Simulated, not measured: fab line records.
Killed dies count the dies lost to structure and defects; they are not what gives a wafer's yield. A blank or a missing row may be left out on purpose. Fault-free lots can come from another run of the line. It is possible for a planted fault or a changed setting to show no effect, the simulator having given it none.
Matching of chambers | flow n5Finfet | rieDiel-04 running N5_BEOL_M0_SAQP_ETCH_84: 4 sister chambers
The step etches SOC in N2/H2, target depth 100 nm, overetch 20 nm, time 150 s. 4 wafers are shown with their chamber, then 12 later ones without.

EACH WAFER AND ITS CHAMBER
wafer  | chamber | showerheadPlenumPTorr (Torr)
L087.1 | 1       | 2.62
L087.2 | 2       | 2.53
L087.5 | 0       | 2.41
L087.6 | 3       | 2.70

WAFERS WHOSE CHAMBER IS MISSING
wafer  | showerheadPlenumPTorr (Torr)
L094.1 | 2.41
L094.5 | 2.52
L094.6 | 2.69
L095.1 | 2.52
L095.2 | 2.41
L095.3 | 2.69
L095.4 | 2.41
L095.5 | 2.69
L095.6 | 2.52
L097.2 | 2.40
L097.3 | 2.69
L097.5 | 2.69

CHAMBER TAKEN BY EACH
wafer  | from the rows above | in truth
L094.1 | 0                   | 0
L094.5 | 2                   | 2
L094.6 | 3                   | 3
L095.1 | 2                   | 2
L095.2 | 0                   | 0
L095.3 | 3                   | 3
L095.4 | 0                   | 0
L095.5 | 3                   | 3
L095.6 | 2                   | 2
L097.2 | 0                   | 0
L097.3 | 3                   | 3
L097.5 | 3                   | 3
12 of 12 placed correctly. Number that these rows cannot place: 0. Wrongly placed: 0.
How it was worked out, from the rows above alone: a wafer's distance from a chamber is the root of the sum, over the readings, of the square of ((its reading less the chamber's mean) divided by the reading's scatter). If the next closest chamber is less than 2 further off than the closest, the wafer can't be placed; otherwise it belongs to the closest. A chamber's mean is the mean of its shown wafers. The scatter (one wafer shown for each chamber): square how far every hidden wafer sits from the nearest shown wafer, average those squares and take the square root.
